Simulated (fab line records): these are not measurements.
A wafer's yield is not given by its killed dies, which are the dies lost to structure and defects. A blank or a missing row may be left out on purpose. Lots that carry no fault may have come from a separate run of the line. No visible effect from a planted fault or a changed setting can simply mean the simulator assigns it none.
fab line records | flow n5_finfet
[record] lots = 5 | wafers = 15 | last_day = 17
route steps=1938 shown BEOL_M14@1738 BEOL_M15@1773 PASSIVATION@1936
lots that met no fault: taken from a fault-free run of the same line
start_h: the number of hours between the record's first day and the start of the first shown wafer of the lot | wait_h: hours elapsed since this lot's preceding step | " repeats the value in the row above | L1.1+2: several wafers, shown together as one row | - no value present, or no start provided | * or withheld: withheld | < > ~ a bound
route shown NAME@n: names a module that has steps shown in the file, with the first one's number in the route | usual: average and standard deviation across the fault-free wafers | same: alike in all rows | chamber/n: place in a boat | sites: readings site by site | _std_site: the values' standard deviation | _edge_site: inner sites' mean taken away from outer sites' mean | radius_mm: how far each site lies from the wafer's centre | mask NAME#n: copy n | behind: the last tool/chamber to shape the wafer | hold: reason for holding the lot/hours on hold/outcome of the hold | device: which transistor (n, p or np) failed to switch | end of line: at the end of the route, the tests of the same wafers | a step without rows: its recipe alone | killed: at the first sort, the dies lost to defects and structure; wafer yield is something else | map: the dies of a wafer, with x for killed, . for not killed, _ for no die there
set.NAME: the setting the step ran with; set.NAME@STEP: the setting that earlier step ran with | model.NAME: the simulator's own value behind a step, which no gauge read
lots at selected steps of the route; one table per step, one row per wafer
services: the hour from which a tool's chamber was out of use, counted from the record's first day as start_h (under 0 if before that day), plus the number of hours and why
[[steps]]
[step N5_BEOL_M14_COAT_66]
[recipe] resist = SiARC | temp_c = 220 | time_s = 60 | spin_rpm = 1500 | resist_thk_nm = 110
[step N5_BEOL_M14_COAT_22]
[recipe] spin_rpm = 2888 | resist_thk_nm = 300
[step N5_BEOL_M14_EBR_24]
[recipe] solvent = PGMEA | ebr_width_mm = 1.5
[step N5_BEOL_M14_SOFTBAKE_23]
[recipe] temp_c = 130 | time_s = 60
[step N5_BEOL_M14_EXPOSE_25]
[recipe] mask_id = M14 | na = 0.8 | source_shape = annular | sigma_inner = 0.5 | sigma_outer = 0.8 | polarization = unpolarized | target_cd_nm = 280 | dose_mj = 26.6
[step N5_BEOL_M14_PEB_26]
[recipe] peb_temp_c = 130 | peb_time_s = 90
[step N5_BEOL_M14_DEVELOP_27]
[recipe] develop_time_s = 45 | rinse_liquid = diw | dry = air_spin | dev_temp_c = 21
[step N5_BEOL_M14_HARDBAKE_32]
[recipe] temp_c = 130 | time_s = 120
[step N5_BEOL_M14_CD_MEAS_28]
[recipe] target_cd_nm = 284.4 | landing_energy_ev = 500 | detector = se_inlens
[usual] cd_nm = 284.7/1.3
lot.wafer | tool      | chamber | start_h | wait_h | cd_nm
L674.1    | cd_sem-02 | 0       | 266.34  | -      | 286.4
L674.3    | "         | 0       | "       | "      | 286.3
L674.6    | "         | 0       | "       | "      | 287.1
L677.2    | cd_sem-01 | 0       | 271.33  | -      | 288.8
L677.4    | "         | 0       | "       | "      | 285.3
L677.5    | "         | 0       | "       | "      | 286.5
L690.4    | cd_sem-02 | 0       | 365.21  | -      | 284.9
L690.5    | "         | 0       | "       | "      | 284.0
L690.6    | "         | 0       | "       | "      | 285.1
L691.1    | cd_sem-02 | 0       | 379.67  | -      | 283.6
L691.3    | "         | 0       | "       | "      | 285.1
L691.5    | "         | 0       | "       | "      | 286.4
L693.1    | cd_sem-03 | 0       | 384.64  | -      | 285.9
L693.2    | "         | 0       | "       | "      | 286.4
L693.3    | "         | 0       | "       | "      | 283.8
[step N5_BEOL_M14_OVL_MEAS_29]
[recipe] points_per_wafer = 44
[usual] M14_OVL = -2/6.8
lot.wafer | tool       | chamber | start_h | wait_h | M14_OVL[nm]
L674.1    | overlay-01 | 0       | 266.37  | 0.0    | -4
L674.3    | "          | 0       | "       | "      | -4
L674.6    | "          | 0       | "       | "      | -13
L677.2    | overlay-01 | 0       | 271.35  | 0.0    | -10
L677.4    | "          | 0       | "       | "      | -7
L677.5    | "          | 0       | "       | "      | -6
L690.4    | overlay-02 | 0       | 365.24  | 0.0    | 7
L690.5    | "          | 0       | "       | "      | 10
L690.6    | "          | 0       | "       | "      | 3
L691.1    | overlay-02 | 0       | 379.70  | 0.0    | 3
L691.3    | "          | 0       | "       | "      | 2
L691.5    | "          | 0       | "       | "      | 4
L693.1    | overlay-01 | 0       | 384.67  | 0.0    | -16
L693.2    | "          | 0       | "       | "      | -7
L693.3    | "          | 0       | "       | "      | -6
[step N5_BEOL_M14_INSPECT_30]
[recipe] mode = adi | inspect_instrument = macro
[usual] raw_defect_count = 2.0/1.5
lot.wafer | tool              | chamber | start_h | wait_h | raw_defect_count
L674.1    | defect_inspect-01 | -       | 266.39  | 0.0    | 1
L674.3    | "                 | -       | "       | "      | 3
L674.6    | "                 | -       | "       | "      | 6
L677.2    | defect_inspect-01 | -       | 271.38  | 0.0    | 1
L677.4    | "                 | -       | "       | "      | 2
L677.5    | "                 | -       | "       | "      | 4
L690.4    | defect_inspect-01 | -       | 365.26  | 0.0    | 3
L690.5    | "                 | -       | "       | "      | 2
L690.6    | "                 | -       | "       | "      | 3
L691.1    | defect_inspect-01 | -       | 379.73  | 0.0    | 5
L691.3    | "                 | -       | "       | "      | 1
L691.5    | "                 | -       | "       | "      | 4
L693.1    | defect_inspect-02 | -       | 384.69  | 0.0    | 0
L693.2    | "                 | -       | "       | "      | 2
L693.3    | "                 | -       | "       | "      | 2
[step N5_BEOL_M14_DESCUM_33]
[recipe] chemistry = O2 | time_s = 7.9 | source_power_w = 50 | bias_power_w = 20 | pressure_mtorr = 20 | rf_frequency_hz = 2.712e+07 | temp_c = 40 | o2_flow_sccm = 225
[step N5_BEOL_M14_ETCH_67]
[recipe] chemistry = CF4 | target = SiARC | target_depth_a = 1430 | time_s = 238.3 | ion_energy_ev = 80 | pressure_mtorr = 40 | source_w = 545 | bias_w = 36 | Ar_flow_sccm = 100 | cf4_flow_sccm = 100 | ends = cleared
[usual] bias_w = 35.99/0.11 | cf4_flow_sccm = 100.01/0.29 | drypump_motor_current_A = 5.7/0.46 | etch_rf_on_time_s = 237/5 | oes_product_au = 0.69/0.056 | rf_vpp_V = 184.1/1.2 | showerhead_plenum_p_Torr = 2.15/0.076 | throttle_valve_pct = 15.56/0.24
lot.wafer | tool        | chamber | start_h | wait_h | bias_w | cf4_flow_sccm | drypump_motor_current_A | etch_rf_on_time_s | oes_product_au | rf_hours_counter_h | rf_vpp_V | showerhead_plenum_p_Torr | throttle_valve_pct
L674.1    | rie_diel-05 | 2       | 266.54  | 0.0    | 35.87  | 100.35        | 5.9                     | 238               | 0.76           | 30                 | 182.9    | 2.10                     | 15.35
L674.3    | "           | 3       | "       | "      | 35.99  | 99.60         | 5.6                     | 241               | 0.71           | 62                 | 183.3    | 2.08                     | 15.79
L674.6    | "           | 1       | "       | "      | 35.98  | 99.89         | 5.9                     | 242               | 0.67           | -                  | 184.7    | 2.16                     | 15.25
L677.2    | rie_diel-02 | 2       | 271.45  | 0.0    | 35.89  | 100.02        | 5.6                     | 232               | 0.74           | 76                 | 184.9    | 2.25                     | 15.67
L677.4    | "           | 3       | "       | "      | 35.98  | 99.87         | 5.3                     | 237               | 0.67           | 107                | 185.1    | 2.16                     | 15.56
L677.5    | "           | 3       | "       | "      | 35.94  | 99.90         | 5.3                     | 234               | 0.67           | -                  | 183.5    | 2.16                     | 15.55
L690.4    | rie_diel-02 | 2       | 365.33  | 0.0    | 36.01  | 99.98         | 5.6                     | 233               | 0.70           | 111                | 184.5    | 2.24                     | 15.75
L690.5    | "           | 2       | "       | "      | 35.97  | 100.14        | 5.6                     | 233               | 0.69           | -                  | 185.7    | 2.24                     | 15.75
L690.6    | "           | 3       | "       | "      | 36.04  | 100.25        | 5.3                     | 237               | 0.64           | -                  | 183.5    | 2.15                     | 15.62
L691.1    | rie_diel-05 | 0       | 379.80  | 0.0    | 35.87  | 99.87         | 5.7                     | 248               | 0.61           | 198                | 184.6    | 2.21                     | 15.79
L691.3    | "           | 3       | "       | "      | 35.88  | 100.16        | 5.7                     | 240               | 0.67           | 103                | 183.3    | 2.07                     | 15.88
L691.5    | "           | 0       | "       | "      | 35.87  | 99.68         | 5.7                     | 250               | 0.60           | -                  | 183.5    | 2.21                     | 15.80
L693.1    | rie_diel-05 | 2       | 384.89  | 0.0    | 35.91  | 100.06        | 5.8                     | 242               | 0.70           | 71                 | 183.2    | 2.09                     | 15.40
L693.2    | "           | 3       | "       | "      | 36.10  | 100.04        | 5.7                     | 244               | 0.66           | 106                | 183.9    | 2.07                     | 15.88
L693.3    | "           | 0       | "       | "      | 35.76  | 99.97         | 5.7                     | 248               | 0.62           | 201                | 185.1    | 2.20                     | 15.80
[step N5_BEOL_M14_ETCH_68]
[recipe] chemistry = N2/H2 | target = SOC | mask_material = SiARC | source_w = 3000 | bias_w = 350 | temp_c = 40 | time_s = 450 | ion_energy_ev = 200 | pressure_mtorr = 30 | n2_flow_sccm = 200 | h2_flow_sccm = 200
[step N5_BEOL_M14_STRIP_69]
[recipe] chemistry = N2/H2 | temp_c = 40 | n2_flow_sccm = 200 | h2_flow_sccm = 200 | rf_frequency_hz = 6e+07
[step N5_BEOL_M14_TRENCH_ETCH_34]
[recipe] chemistry = C4F8/O2/Ar | target = SiO2 | target_depth_a = 5566.5 | mask_material = SOC | he_inner_torr = 15 | he_outer_torr = 30 | time_s = 126.9 | ion_energy_ev = 800 | pressure_mtorr = 20 | source_w = 1905 | bias_w = 2040 | Ar_flow_sccm = 400 | C4F8_flow_sccm = 16 | O2_flow_sccm = 12
[step N5_BEOL_M14_STRIP_70]
[recipe] chemistry = C4F8/O2/Ar | resist = SiARC | rf_frequency_hz = 6e+07
[step N5_BEOL_M14_OCD_MEAS_35]
[usual] trench_depth_nm = 557/11
lot.wafer | tool   | chamber | start_h | wait_h | trench_depth_nm
L674.1    | ocd-02 | -       | 267.11  | 0.0    | 562
L674.3    | "      | -       | "       | "      | 559
L674.6    | "      | -       | "       | "      | 550
L677.2    | ocd-02 | -       | 272.02  | 0.0    | 575
L677.4    | "      | -       | "       | "      | 569
L677.5    | "      | -       | "       | "      | 564
L690.4    | ocd-01 | -       | 365.91  | 0.0    | 574
L690.5    | "      | -       | "       | "      | 576
L690.6    | "      | -       | "       | "      | 560
L691.1    | ocd-01 | -       | 380.37  | 0.0    | 537
L691.3    | "      | -       | "       | "      | 552
L691.5    | "      | -       | "       | "      | 538
L693.1    | ocd-02 | -       | 385.47  | 0.0    | 551
L693.2    | "      | -       | "       | "      | 551
L693.3    | "      | -       | "       | "      | 533
[step N5_BEOL_M14_STRIP_37]
[recipe] chemistry = O2 | power_w = 600 | temp_c = 60 | pressure_mtorr = 30 | rf_frequency_hz = 6e+07 | bias_power_w = 0 | overash_fraction = 0.3 | o2_flow_sccm = 225
[step N5_BEOL_M14_ETCH_38]
[recipe] chemistry = CF4/N2 | target = SiCN | target_depth_a = 1065 | taper_deg = 2 | time_s = 120.6 | ion_energy_ev = 150 | mask_material = SiO2 | pressure_mtorr = 40 | source_w = 430 | bias_w = 70 | Ar_flow_sccm = 100 | cf4_flow_sccm = 60 | n2_flow_sccm = 60
[step N5_BEOL_M14_PRECLEAN_39]
[recipe] chemistry = residue_remover | time_s = 60 | temp_c = 40
[step N5_BEOL_M14_SRD_40]
[recipe] time_s = 30 | temp_c = 23 | rinse_liquid = diw | dry = n2_spin | spin_rpm = 1500 | dry_time_s = 30
[step N5_BEOL_M14_DEGAS_41]
[recipe] ambient = vacuum | temp_c = 300 | time_s = 60
[step N5_BEOL_M14_PRE_CLEAN_42]
[recipe] gas = H2/He | time_s = 30 | temp_c = 300
[usual] heater_power_w = 513/47
lot.wafer | tool           | chamber | start_h | wait_h | heater_power_w
L674.1    | pvd_sputter-03 | -       | 268.03  | 0.0    | 461
L674.3    | "              | -       | "       | "      | 500
L674.6    | "              | -       | "       | "      | 493
L677.2    | pvd_sputter-03 | -       | 277.11  | 0.0    | 563
L677.4    | "              | -       | "       | "      | 508
L677.5    | "              | -       | "       | "      | 485
L690.4    | pvd_sputter-01 | -       | 367.03  | 0.0    | 583
L690.5    | "              | -       | "       | "      | 575
L690.6    | "              | -       | "       | "      | 452
L691.1    | pvd_sputter-01 | -       | 382.16  | 0.0    | 465
L691.3    | "              | -       | "       | "      | 531
L691.5    | "              | -       | "       | "      | 578
L693.1    | pvd_sputter-01 | -       | 390.41  | 0.0    | 478
L693.2    | "              | -       | "       | "      | 559
L693.3    | "              | -       | "       | "      | 513
[step N5_BEOL_M14_SPUTTER_43]
[recipe] material = TaN | target_thk_a = 150 | temp_c = 50 | bias_v = 168.6 | power_w = 15000 | chamber_pressure_pa = 0.12 | time_s = 24.19
[usual] throttle_valve_pct = 30.0/1.1
lot.wafer | tool           | chamber | start_h | wait_h | throttle_valve_pct
L674.1    | pvd_sputter-03 | -       | 268.07  | 0.0    | 30.2
L674.3    | "              | -       | "       | "      | 29.0
L674.6    | "              | -       | "       | "      | 29.3
L677.2    | pvd_sputter-03 | -       | 277.15  | 0.0    | 28.1
L677.4    | "              | -       | "       | "      | 29.4
L677.5    | "              | -       | "       | "      | 29.6
L690.4    | pvd_sputter-01 | -       | 367.07  | 0.0    | 29.7
L690.5    | "              | -       | "       | "      | 29.7
L690.6    | "              | -       | "       | "      | 30.2
L691.1    | pvd_sputter-01 | -       | 382.20  | 0.0    | 31.2
L691.3    | "              | -       | "       | "      | 29.9
L691.5    | "              | -       | "       | "      | 29.6
L693.1    | pvd_sputter-01 | -       | 390.45  | 0.0    | 30.0
L693.2    | "              | -       | "       | "      | 29.8
L693.3    | "              | -       | "       | "      | 29.8
[step N5_BEOL_M14_SPUTTER_44]
[recipe] material = Ta | target_thk_a = 150 | temp_c = 50 | bias_v = 80 | power_w = 15000 | chamber_pressure_pa = 0.07 | time_s = 24.19
[step N5_BEOL_M14_SPUTTER_45]
[recipe] material = Cu | target_thk_a = 1000 | temp_c = -20 | bias_v = 60 | power_w = 26000 | chamber_pressure_pa = 0.13 | time_s = 16.67
[usual] throttle_valve_pct = 30.1/1.1
lot.wafer | tool           | chamber | start_h | wait_h | throttle_valve_pct
L674.1    | pvd_sputter-03 | -       | 268.23  | 0.0    | 30.3
L674.3    | "              | -       | "       | "      | 29.2
L674.6    | "              | -       | "       | "      | 28.9
L677.2    | pvd_sputter-03 | -       | 277.31  | 0.0    | 28.2
L677.4    | "              | -       | "       | "      | 29.3
L677.5    | "              | -       | "       | "      | 29.4
L690.4    | pvd_sputter-01 | -       | 367.23  | 0.0    | 29.7
L690.5    | "              | -       | "       | "      | 29.8
L690.6    | "              | -       | "       | "      | 30.1
L691.1    | pvd_sputter-01 | -       | 382.36  | 0.0    | 31.3
L691.3    | "              | -       | "       | "      | 29.8
L691.5    | "              | -       | "       | "      | 30.0
L693.1    | pvd_sputter-01 | -       | 390.61  | 0.0    | 30.5
L693.2    | "              | -       | "       | "      | 29.6
L693.3    | "              | -       | "       | "      | 30.0
[step N5_BEOL_M14_ECD_47]
[recipe] material = Cu | target_thk_a = 12480
[step N5_BEOL_M14_ANNEAL_48]
[recipe] temp_c = 225 | time_s = 90 | ambient = N2
[usual] wafer_temp_C_max = 226.20/0.27
lot.wafer | tool          | chamber | start_h | wait_h | wafer_temp_C_max
L674.1    | rtp_anneal-01 | 0       | 268.75  | 0.3    | 226.08
L674.3    | "             | 0       | "       | "      | 225.99
L674.6    | "             | 0       | "       | "      | 225.87
L677.2    | rtp_anneal-01 | 0       | 277.66  | 0.2    | 226.48
L677.4    | "             | 0       | "       | "      | 226.18
L677.5    | "             | 0       | "       | "      | 226.27
L690.4    | rtp_anneal-01 | 0       | 367.67  | 0.2    | 226.44
L690.5    | "             | 0       | "       | "      | 226.34
L690.6    | "             | 0       | "       | "      | 226.24
L691.1    | rtp_anneal-02 | 0       | 383.19  | 0.7    | 225.91
L691.3    | "             | 0       | "       | "      | 226.22
L691.5    | "             | 0       | "       | "      | 225.99
L693.1    | rtp_anneal-01 | 0       | 390.92  | 0.1    | 226.30
L693.2    | "             | 0       | "       | "      | 226.58
L693.3    | "             | 0       | "       | "      | 226.56
[step N5_BEOL_M14_CMP_49]
[recipe] stop_on = SiO2 | t_overpolish_s = 5.2 | down_force_psi = 2 | platen_rpm = 80 | clearing_platen_down_force_psi = 2 | clearing_platen_rpm = 80 | post_cmp_clean = cu_alkaline | target_thk_nm = 560 | clearing_platen_pad_velocity_m_s = 1.5917 | pad_velocity_m_s = 1.5917
[usual] barrier_field_endpoint_s = 11.33/0.21 | motor_current_A = 8.2/0.81 | overpolish_run_s = 5.200/0.0098 | slurry_flow_ml_min = 150.1/0.43 | time_to_endpoint_s = 120/3.2
lot.wafer | tool   | chamber | start_h | wait_h | barrier_field_endpoint_s | motor_current_A | overpolish_run_s | slurry_flow_ml_min | time_to_endpoint_s
L674.3    | cmp-01 | 2       | 269.08  | 0.2    | 11.17                    | 8.3             | 5.195            | 149.4              | 115
L674.1    | "      | 3       | "       | "      | 11.38                    | 7.7             | 5.205            | 150.0              | 121
L674.6    | "      | 1       | "       | "      | 11.12                    | 7.9             | 5.216            | 150.1              | 116
L677.4    | cmp-03 | 0       | 277.99  | 0.2    | 11.37                    | 8.7             | 5.207            | 150.6              | 126
L677.2    | "      | 1       | "       | "      | 11.21                    | 9.6             | 5.208            | 150.2              | 123
L677.5    | "      | 3       | "       | "      | 11.42                    | 9.3             | 5.190            | 150.6              | 125
L690.4    | cmp-03 | 0       | 367.87  | 0.2    | 11.32                    | 8.7             | 5.198            | 150.8              | 120
L690.6    | "      | 3       | "       | "      | 11.20                    | 8.7             | 5.187            | 150.7              | 118
L690.5    | "      | 0       | "       | "      | 11.65                    | 8.8             | 5.195            | 150.5              | 123
L691.1    | cmp-01 | 2       | 383.50  | 0.3    | 11.16                    | 8.1             | 5.203            | 149.8              | 115
L691.3    | "      | 3       | "       | "      | 11.26                    | 7.8             | 5.207            | 149.6              | 119
L691.5    | "      | 3       | "       | "      | 11.27                    | 7.6             | 5.203            | 150.4              | 115
L693.3    | cmp-03 | 2       | 391.22  | 0.2    | 11.07                    | 7.3             | 5.180            | 150.1              | 118
L693.2    | "      | 0       | "       | "      | 11.31                    | 9.2             | 5.198            | 149.7              | 124
L693.1    | "      | 1       | "       | "      | 11.12                    | 9.4             | 5.192            | 150.4              | 120
[step N5_BEOL_M14_THK_MEAS_50]
[recipe] thk_meas_gauge = xrf | reads = Cu_of_BEOL_M14_ECD_47
[usual] M14_THK = 576/13
lot.wafer | tool          | chamber | start_h | wait_h | M14_THK[nm]
L674.1    | film_metro-02 | -       | 269.34  | -      | 583
L674.3    | "             | -       | "       | "      | 578
L674.6    | "             | -       | "       | "      | 567
L677.2    | film_metro-02 | -       | 278.21  | -      | 587
L677.4    | "             | -       | "       | "      | 582
L677.5    | "             | -       | "       | "      | 577
L690.4    | film_metro-01 | -       | 368.13  | -      | 596
L690.5    | "             | -       | "       | "      | 600
L690.6    | "             | -       | "       | "      | 583
L691.1    | film_metro-02 | -       | 383.80  | -      | 558
L691.3    | "             | -       | "       | "      | 577
L691.5    | "             | -       | "       | "      | 557
L693.1    | film_metro-02 | -       | 391.51  | -      | 571
L693.2    | "             | -       | "       | "      | 571
L693.3    | "             | -       | "       | "      | 551
[step N5_BEOL_M14_PRE_CLEAN_52]
[recipe] gas = NH3 | time_s = 15 | temp_c = withheld | rf_power_w = 300
[step N5_BEOL_M14_DEP_53]
[recipe] material = SiCN | target_thk_a = 500 | temp_c = withheld | precursor = 3MS/NH3 | pressure_torr = 3 | rf_w = 675 | time_s = 17.8
[step N5_BEOL_M14_RS_MEAS_54]
[recipe] thk_meas_gauge = four-point-probe | reads = Cu_of_BEOL_M14_ECD_47+Ta_of_BEOL_M14_SPUTTER_44+TaN_of_BEOL_M14_SPUTTER_43
[usual] M14_RS = 0.0332/0.00068
lot.wafer | tool          | chamber | start_h | wait_h | M14_RS[ohm/sq]
L674.1    | film_metro-01 | -       | 269.47  | 0.0    | 0.0327
L674.3    | "             | -       | "       | "      | 0.0331
L674.6    | "             | -       | "       | "      | 0.0336
L677.2    | film_metro-01 | -       | 278.34  | 0.1    | 0.0322
L677.4    | "             | -       | "       | "      | 0.0324
L677.5    | "             | -       | "       | "      | 0.0328
L690.4    | film_metro-01 | -       | 368.26  | 0.0    | 0.0322
L690.5    | "             | -       | "       | "      | 0.0321
L690.6    | "             | -       | "       | "      | 0.0330
L691.1    | film_metro-02 | -       | 383.96  | 0.1    | 0.0344
L691.3    | "             | -       | "       | "      | 0.0335
L691.5    | "             | -       | "       | "      | 0.0344
L693.1    | film_metro-02 | -       | 391.64  | 0.0    | 0.0333
L693.2    | "             | -       | "       | "      | 0.0335
L693.3    | "             | -       | "       | "      | 0.0347
[step N5_BEOL_M15_ILD_DEP_00]
[recipe] material = SiO2 | target_thk_a = 16293 | temp_c = 400 | precursor = TEOS/O2 | pressure_torr = 6.5 | rf_w = 900 | teos_flow_sccm = 161.4 | gas = O2 | flow_sccm = 2650 | time_s = 346.1
[step N5_BEOL_M15_THK_MEAS_01]
[recipe] reads = SiO2_of_BEOL_M15_ILD_DEP_00
[usual] M15_ILD_THK = 1624/20
lot.wafer | tool          | chamber | start_h | wait_h | M15_ILD_THK[nm]
L674.1    | film_metro-02 | -       | 269.78  | 0.1    | 1611
L674.3    | "             | -       | "       | "      | 1625
L674.6    | "             | -       | "       | "      | 1657
L677.2    | film_metro-02 | -       | 278.76  | 0.3    | 1612
L677.4    | "             | -       | "       | "      | 1623
L677.5    | "             | -       | "       | "      | 1626
L690.4    | film_metro-01 | -       | 368.57  | 0.0    | 1643
L690.5    | "             | -       | "       | "      | 1641
L690.6    | "             | -       | "       | "      | 1667
L691.1    | film_metro-01 | -       | 384.38  | 0.2    | 1619
L691.3    | "             | -       | "       | "      | 1624
L691.5    | "             | -       | "       | "      | 1626
L693.1    | film_metro-02 | -       | 391.95  | 0.1    | 1612
L693.2    | "             | -       | "       | "      | 1644
L693.3    | "             | -       | "       | "      | 1631
[step N5_BEOL_M15_COAT_58]
[recipe] resist = BARC | temp_c = 205 | time_s = 60 | spin_rpm = 1500 | resist_thk_nm = 89
[step N5_BEOL_M15_COAT_04]
[recipe] spin_rpm = 1704 | resist_thk_nm = 800
[step N5_BEOL_M15_EBR_06]
[recipe] solvent = PGMEA | ebr_width_mm = 1.5
[step N5_BEOL_M15_SOFTBAKE_05]
[recipe] temp_c = 130 | time_s = 60
[step N5_BEOL_M15_EXPOSE_07]
[recipe] mask_id = V14 | na = 0.8 | source_shape = annular | sigma_inner = 0.5 | sigma_outer = 0.8 | polarization = unpolarized | attpsm_phase_deg = 180 | dose_mj = 41.25
[step N5_PASSIVATION_PROBE_49]
[usual] defect_limited_yield = 91.3/1.3 | killed_at_M0_to_M3 = 32/11 | killed_at_M4_up = 15/5.6 | killed_at_contacts = 12/6 | killed_at_front_end = 40/11 | killed_at_other = 3.5/2.6 | killed_dies = 102/15 | killed_open = 67/12 | killed_short = 34/7.3 | sort_bin_5_function = 5.1/0.85 | sort_bin_6_memory = 3.2/0.61 | sort_n_pass = 1078/15 | sort_yield_pct = 91.3/1.3
[same] gross_dies = 1180 | killed_at_back_side = 0 | sort_bin_4_leakage[%] = 0 | sort_bin_8_speed[%] = 0
lot.wafer | tool      | chamber | start_h | wait_h | defect_limited_yield[%] | killed_at_M0_to_M3 | killed_at_M4_up | killed_at_contacts | killed_at_front_end | killed_at_other | killed_dies | killed_open | killed_short | sort_bin_5_function[%] | sort_bin_6_memory[%] | sort_n_pass | sort_yield_pct[%]
L690.6    | prober-02 | -       | 389.25  | 0.3    | 78.8                    | 29                 | 164             | 19                 | 34                  | 4               | 250         | 63          | 30           | 13.0                   | 4.7                  | 930         | 78.8
L693.1    | prober-02 | -       | 413.46  | 0.0    | 93.5                    | 15                 | 14              | 20                 | 24                  | 4               | 77          | 54          | 23           | 3.2                    | 3.0                  | 1103        | 93.5
L693.2    | prober-02 | -       | 413.51  | 0.1    | 90.8                    | 36                 | 5               | 18                 | 47                  | 2               | 108         | 68          | 40           | 5.2                    | 3.6                  | 1072        | 90.8
L693.3    | prober-02 | -       | 413.56  | 0.1    | 90.8                    | 17                 | 5               | 22                 | 57                  | 8               | 109         | 80          | 29           | 5.3                    | 3.7                  | 1071        | 90.8
// killed by level:class
L690.6 BEOL_M14:unspecified=157 MOL_CONTACT_COAG:geometric_particle:open=14 STI_FIN_REVEAL:geometric_particle:open=8 BEOL_M0_SAQP:geometric_particle:open=8 BEOL_M3:geometric_particle:open=7 BEOL_M2:geometric_particle:open=6 FIN_SAQP:geometric_particle:open=5 MOL_CONTACT_COAG:geometric_particle:short=5
L693.1 MOL_CONTACT_COAG:geometric_particle:open=14 STI_FIN_REVEAL:geometric_particle:open=7 MOL_CONTACT_COAG:geometric_particle:short=6 BEOL_M0_SAQP:geometric_particle:open=5 STARTING-WAFER:geometric_particle:short=4 FIN_SAQP:geometric_particle:open=3 GATE_CUT:geometric_particle:short=3 BEOL_M4:geometric_particle:short=3
L693.2 MOL_CONTACT_COAG:geometric_particle:open=14 FIN_SAQP:geometric_particle:short=12 DUMMY_GATE:geometric_particle:open=10 STI_FIN_REVEAL:geometric_particle:open=9 BEOL_M2:geometric_particle:open=7 BEOL_M1:geometric_particle:open=5 BEOL_M3:geometric_particle:open=5 BEOL_M3:geometric_particle:short=5
L693.3 STI_FIN_REVEAL:geometric_particle:open=26 MOL_CONTACT_COAG:geometric_particle:open=18 STI_FIN_REVEAL:geometric_particle:short=8 DUMMY_GATE:geometric_particle:open=8 BEOL_M0_SAQP:geometric_particle:open=6 BEOL_M2:geometric_particle:open=5 FIN_SAQP:geometric_particle:short=4 MOL_CONTACT_COAG:geometric_particle:short=4
// map L690.6 (x killed, . not)
_________________............________________
______________......x...x......._____________
___________...........x............__________
__________.xx......................._________
________.........x...................._______
_______..x..x..........................______
______....xx...................x........_____
_____...........x........................____
____.....x....x..x...........x............___
___.......x...................x............__
___.x............x.........................__
__.x....x.xxxxx.xx...x................x....._
__..x.x....xxxxxxxxx.x....x............x...._
_.x..x....x.xxxxxxxxxx.x......x..x...........
_.......x.xxxxxxxxxxxxx.....x...........x....
_.......xxxxxxxxxxxxxxxx......x......x..x....
_.x.....xxxxxxxxxxxxxx.xx........x.xx........
_......xxxxxxxxxxxxxxxxx.x...x...............
_........xxxxxxxxxxxxxxx........x............
_......xxxxxxxxxxxxxxxxx................x....
_........xxxxxxxxxxx.xx.xxx.......x.x...x....
__.xx...xxxx.xxxx.xx.x..........xx.......x.._
__....x.x..x..xxxx.x.x...........x.........._
___........xx...x..x..x....................__
___.........x.........x.x..................__
____xx....................x...x...........___
_____x.x.......................x.........____
______........x..............xx....x...._____
_______..x...................x.........______
________...x...x.................x...._______
__________.x.....x.......x.........x_________
___________.x....x.................__________
______________x....x..x..x......_____________
_________________.....x.....x________________
// map L677.5 (x killed, . not)
_________________............________________
______________.................._____________
___________.x...x..x............x..__________
__________...x....x..x....x.......x._________
________.....x...x.........x.........._______
_______.......................x........______
______...........x.....................x_____
_____............x..x.x.............x...x____
____....................................x.___
___x.......................x......xxxx.....__
___..........x.............................__
__...........x......................x......._
__x.................x....................x.._
_.........................................x..
_..x.........x.....x............xx...........
_..............xxx....x........x...........x.
_..................x.........x...............
_.x.x.............x...........x...x..........
_.......................xx..........x........
_....x......x....x..x.........x....xx.x......
_.....x................x...................x.
__.................x......x..x.............._
__..........x.....x............x............_
___............x.x.....................x...__
___...........x.....................x......__
____.......x.......x......................___
_____.........x..........................____
______....x..x.........................x_____
_______........x..............xx.......______
________.............................._______
__________..........x....x.........._________
___________.............x..........__________
______________..xx...........x.._____________
_________________............________________
[[services]]
tool           | chamber | start_h | hours | kind
cmp-03         | -       | 272.84  | 2.9   | pm
cmp-01         | -       | 276.34  | 4.0   | pm
cmp-01         | -       | 280.34  | -     | consumable_replace:conditioner
cmp-01         | -       | 280.34  | -     | consumable_replace:pad
rie_diel-02    | 1       | 334.44  | 8.8   | repair
rie_diel-02    | 1       | 343.50  | -     | clean
rie_diel-02    | 1       | 343.50  | -     | consumable_replace:focus_ring
rie_diel-02    | 1       | 343.50  | -     | consumable_replace:showerhead
rie_diel-02    | 1       | 343.50  | 16.8  | scheduled_down
rie_diel-02    | 1       | 343.50  | 16.8  | vent_cycle
cmp-03         | -       | 344.57  | 11.1  | repair
cmp-01         | -       | 346.59  | 6.5   | pm
cmp-01         | -       | 355.65  | 0.8   | repair
rie_diel-02    | 0       | 357.09  | 4.7   | repair
pvd_sputter-01 | -       | 363.97  | 1.3   | repair
rie_diel-05    | -       | 378.36  | 0.1   | repair
rie_diel-05    | 1       | 381.56  | 7.5   | repair
rie_diel-02    | -       | 390.87  | 14.6  | pm
[[key]]
[first_sign] step = N5_PASSIVATION_PROBE_49 | reading = killed_at_M4_up | direction = up | sigmas = 27 | usual = 15 | struck = 164
[effect] step = N5_PASSIVATION_PROBE_49 | reading = defect_limited_yield | direction = down | sigmas = 9.7 | usual = 91.3 | struck = 78.8
[more_kills_born_at] N5_BEOL_M14_ETCH_67@rie_diel-02 = 157
met_at N5_BEOL_M14_ETCH_67
struck_wafers L690.6
onset_between 271.45 365.33
[fault] kind = chamber_particle_source | tool = rie_diel-02 | chamber = 3 | onset_h = 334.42 | steps = N5_BEOL_M14_ETCH_67 | rate_per_visit_cm2 = 1.6254 | end_h = 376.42
